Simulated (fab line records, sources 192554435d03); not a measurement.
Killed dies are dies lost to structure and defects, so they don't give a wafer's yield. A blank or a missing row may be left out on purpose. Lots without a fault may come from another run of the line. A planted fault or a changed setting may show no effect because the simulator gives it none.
Which tool did it? | flow n5_finfet | 11 lots, 28 wafers sampled, at 5 steps of a route of 1938

WHAT THE GAUGES READ, wafer by wafer
N5_SD_EPI_P_EPI_MEAS_23.
lot  | measured    | on            | thk_nm (nm)
L315 | day 3 16:07 | film_metro-02 | 59.6 62.2 61.0
L317 | day 4 03:49 | film_metro-02 | 63.7 60.9
L318 | day 4 12:53 | film_metro-01 | 61.9 61.5
L319 | day 4 17:04 | film_metro-01 | 60.8 61.4
L321 | day 5 05:49 | film_metro-02 | 63.2 61.7 56.4
L323 | day 5 14:01 | film_metro-02 | 61.0 57.2
L328 | day 6 21:17 | film_metro-02 | 59.4 55.6 55.4
L330 | day 7 11:56 | film_metro-01 | 60.6 61.3 59.7
L332 | day 7 20:08 | film_metro-01 | 59.3 64.7
L336 | day 8 23:33 | film_metro-02 | 59.1 59.7 60.8
L337 | day 9 07:50 | film_metro-01 | 61.3 60.1 63.1

WHICH TOOL RAN EACH LOT (tool, then ch and the chambers of the sampled wafers, then the start)
lot  | N5_SD_EPI_N_STRIP_38                | N5_SD_EPI_P_ETCH_36               | N5_SD_EPI_P_ETCH_16               | N5_SD_EPI_P_EPI_21
L315 | plasma_asher-02 ch 0,1, day 3 07:37 | rie_diel-02 ch 0,3, day 3 12:37   | rie_diel-02 ch 0,3, day 3 13:11   | epi_rpcvd-02 ch 0, day 3 15:00
L317 | plasma_asher-02 ch 1, day 3 20:31   | rie_diel-03 ch 3, day 4 00:17     | rie_diel-03 ch 3, day 4 00:52     | epi_rpcvd-02 ch 0, day 4 02:19
L318 | plasma_asher-02 ch 1, day 4 04:02   | rie_diel-06 ch 0,3, day 4 09:23   | rie_diel-06 ch 0,3, day 4 09:58   | epi_rpcvd-03 ch 0, day 4 11:03
L319 | plasma_asher-02 ch 0,1, day 4 08:37 | rie_diel-03 ch 0,2, day 4 12:50   | rie_diel-03 ch 0,2, day 4 13:25   | epi_rpcvd-04 ch 0, day 4 14:08
L321 | plasma_asher-01 ch 0,1, day 4 21:37 | rie_diel-03 ch 0,1,2, day 5 01:28 | rie_diel-03 ch 0,1,2, day 5 02:03 | epi_rpcvd-03 ch 0, day 5 02:54
L323 | plasma_asher-02 ch 1, day 5 06:51   | rie_diel-02 ch 2, day 5 10:28     | rie_diel-02 ch 2, day 5 11:03     | epi_rpcvd-03 ch 0, day 5 12:53
L328 | plasma_asher-02 ch 0,1, day 6 12:29 | rie_diel-03 ch 0,3, day 6 16:56   | rie_diel-03 ch 0,3, day 6 17:31   | epi_rpcvd-03 ch 0, day 6 18:22
L330 | plasma_asher-01 ch 0,1, day 7 03:15 | rie_diel-03 ch 2,3, day 7 07:35   | rie_diel-03 ch 2,3, day 7 08:10   | epi_rpcvd-02 ch 0, day 7 09:01
L332 | plasma_asher-02 ch 0,1, day 7 12:56 | rie_diel-02 ch 0,1, day 7 16:37   | rie_diel-02 ch 0,1, day 7 17:11   | epi_rpcvd-04 ch 0, day 7 17:56
L336 | plasma_asher-01 ch 0,1, day 8 13:29 | rie_diel-03 ch 1,2,3, day 8 18:04 | rie_diel-03 ch 1,2,3, day 8 18:39 | epi_rpcvd-02 ch 0, day 8 21:35
L337 | plasma_asher-01 ch 0,1, day 9 00:16 | rie_diel-03 ch 1,2,3, day 9 04:17 | rie_diel-03 ch 1,2,3, day 9 04:52 | epi_rpcvd-03 ch 0, day 9 06:00
- N5_SD_EPI_N_STRIP_38: strips in N2/H2.
- N5_SD_EPI_P_ETCH_36: etches SiARC in CF4, target depth 45.5 nm, time 75.8 s.
- N5_SD_EPI_P_ETCH_16: etches SiO2 in CHF3/O2, target depth 5 nm.
- N5_SD_EPI_P_EPI_21: deposits SiGe:B, time 355 s.

THE ANSWER, worked out from the rows above alone
Rule: what is usual is taken from the lots themselves. Put in order of their means at a reading, lots are off if they are a third of the lots or fewer, leave a main group of 4 or more, and stand apart from it by a gap of 3 or more times the standard deviation of the main group's means; of several such gaps the widest counts. A main group whose means are all the same, to the digits that the tables above print for the reading, isn't used. A lot without any number at a reading at which 4 lots or more have one is off too. The other lots that the step has rows for count as sound.
No lot is off at any reading shown: from this, nothing can be told.

WHAT THE SIMULATOR HAD PUT IN
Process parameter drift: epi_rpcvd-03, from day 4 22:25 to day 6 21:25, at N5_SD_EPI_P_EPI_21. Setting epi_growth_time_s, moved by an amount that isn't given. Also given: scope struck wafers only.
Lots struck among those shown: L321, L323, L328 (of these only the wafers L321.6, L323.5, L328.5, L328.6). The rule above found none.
